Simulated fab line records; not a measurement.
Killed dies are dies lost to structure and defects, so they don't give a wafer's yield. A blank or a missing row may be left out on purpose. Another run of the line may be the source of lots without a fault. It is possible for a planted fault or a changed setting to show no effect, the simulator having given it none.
Split-lot experiment	flow n5 finfet	21 wafers read from 7 lots, route of 1938 steps

== ABOUT THE SPLIT ==
At N5_BEOL_M8_PEB_09 (peb time 60 s), the setting peb time s was moved away from the recipe's 60 s on 8 of the 21 wafers read, by -12.3% to +21.2%. This setting was run at the recipe's value on the other wafers.

== FROM THE SPLIT TO THE READING: what the file shows between them, 17 steps ==
- N5_BEOL_M8_DEVELOP_10: develop time 30 s
- N5_BEOL_M8_CD_MEAS_11: target cd 38.5 nm
- N5_BEOL_M8_DESCUM_16: chemistry O2, time 7.9 s
- N5_BEOL_M8_ETCH_61: etches SiARC in CF4, target depth 45.5 nm, time 75.8 s
- N5_BEOL_M8_ETCH_62: etches SOC in N2/H2, target depth 110 nm, overetch 22 nm, time 165 s
- N5_BEOL_M8_STRIP_68: strips in N2/H2
- N5_BEOL_M8_STRIP_67: strips in CF4
- N5_BEOL_M8_HM_OPEN_17: chemistry Cl2/BCl3, target TiN, target depth 20 nm, overetch 6 nm
- N5_BEOL_M8_STRIP_19: strips in O2
- N5_BEOL_M8_CD_MEAS_18: pitch 80 nm, target cd 40 nm
- N5_BEOL_M8_COAT_63: time 60 s, resist thk 60 nm
- N5_BEOL_M8_COAT_64: time 60 s, resist thk 12 nm
- N5_BEOL_M8_STRIP_80: strips in N2/H2, time 10 s
- N5_BEOL_M8_HM_STRIP_39: strips TiN in peroxide tin strip, target depth 25 nm, time 158 s
- N5_BEOL_M8_SRD_40: time 30 s
- N5_BEOL_M8_PRECLEAN_42: cleans in residue remover, time 60 s
- N5_BEOL_M8_SRD_43: time 30 s

== THE READING ==
At N5_BEOL_M8_CD_MEAS_35: cd nm in nanometres, against a target cd of 40 nm. Typical for fault-free wafers on this fab line: 39.9 nm, with standard deviation 0.46 nm.

wafer	tool, chamber at the split	peb time s as run, s	against the recipe	cd nm, nm	against lot-mates on the recipe
L081.1	litho track-02, 0	72.7	+21.2%	44.7	+4.8
L081.2	litho track-02, 0	60	recipe	40.0	-
L081.6	litho track-02, 0	60	recipe	39.9	-
L083.1	litho track-04, 0	60	recipe	40.0	-
L083.2	litho track-04, 0	52.61	-12.3%	36.4	-3.9
L083.4	litho track-04, 0	60	recipe	40.5	-
L088.1	litho track-01, 0	60	recipe	39.9	-
L088.5	litho track-01, 0	60	recipe	40.0	-
L088.6	litho track-01, 0	68.77	+14.6%	43.1	+3.1
L090.2	litho track-04, 0	66.99	+11.6%	42.0	no lot-mate on the recipe
L090.3	litho track-04, 0	66.99	+11.6%	42.9	no lot-mate on the recipe
L090.4	litho track-04, 0	66.99	+11.6%	42.6	no lot-mate on the recipe
L093.2	litho track-02, 0	70.43	+17.4%	44.2	+4.4
L093.3	litho track-02, 0	60	recipe	39.8	-
L093.4	litho track-02, 0	70.43	+17.4%	44.1	+4.3
L091.2	litho track-04, 0	60	recipe	40.9	-
L091.3	litho track-04, 0	60	recipe	40.3	-
L091.5	litho track-04, 0	60	recipe	40.1	-
L092.3	litho track-01, 0	60	recipe	40.0	-
L092.4	litho track-01, 0	60	recipe	39.0	-
L092.6	litho track-01, 0	60	recipe	40.0	-

THE FIT
A straight line over all 21 wafers: cd nm changes by +0.234 nm for each +1% of peb time s; r = +0.98; the points scatter about the line by 0.42 nm.
The same after taking each lot's own level away (the mean of its wafers on the recipe; 18 wafers): +0.247 nm for each +1%; r = +0.99; scatter 0.36 nm.
On that fit, the largest move of peb time s shifts the reading by 5.2 nm.
The lots' own levels span 39.67 to 40.43 nm, that is 1.7 times the standard deviation above.
Consequently the slope shifts little with the lot-to-lot level, the two slopes agreeing.
Check: with one of the wafers moved furthest among these (+21.2%) left out of the fit, the line predicts +5.32 nm for it against its lot-mates. Against them it came out at +4.75 nm.

== THE WHOLE CHAIN: every reading that the file lists as answering this split, in the file's order ==
step	what it does	reading	change (the file's fit)	r (the file's)
N5_BEOL_M8_CD_MEAS_11	target cd 38.5 nm	cd nm	+0.243 nm for each +1% of the setting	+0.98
N5_BEOL_M8_ETCH_61	etches SiARC in CF4, target depth 45.5 nm, time 75.8 s	BEOL_M8.cd offset nm (the simulator's own value, which no gauge read)	+0.238 nm for each +1% of the setting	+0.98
N5_BEOL_M8_HM_OPEN_17	chemistry Cl2/BCl3, target TiN, target depth 20 nm, overetch 6 nm	BEOL_M8.cd offset nm (the simulator's own value, which no gauge read)	+0.233 nm for each +1% of the setting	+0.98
N5_BEOL_M8_CD_MEAS_18	pitch 80 nm, target cd 40 nm	cd nm	+0.235 nm for each +1% of the setting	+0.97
N5_BEOL_M8_CD_MEAS_35	target cd 40 nm	cd nm	+0.241 nm for each +1% of the setting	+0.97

== FILE'S OWN FIT ==
cd nm changes by +0.241 nm for each +1% of peb time s, r = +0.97.
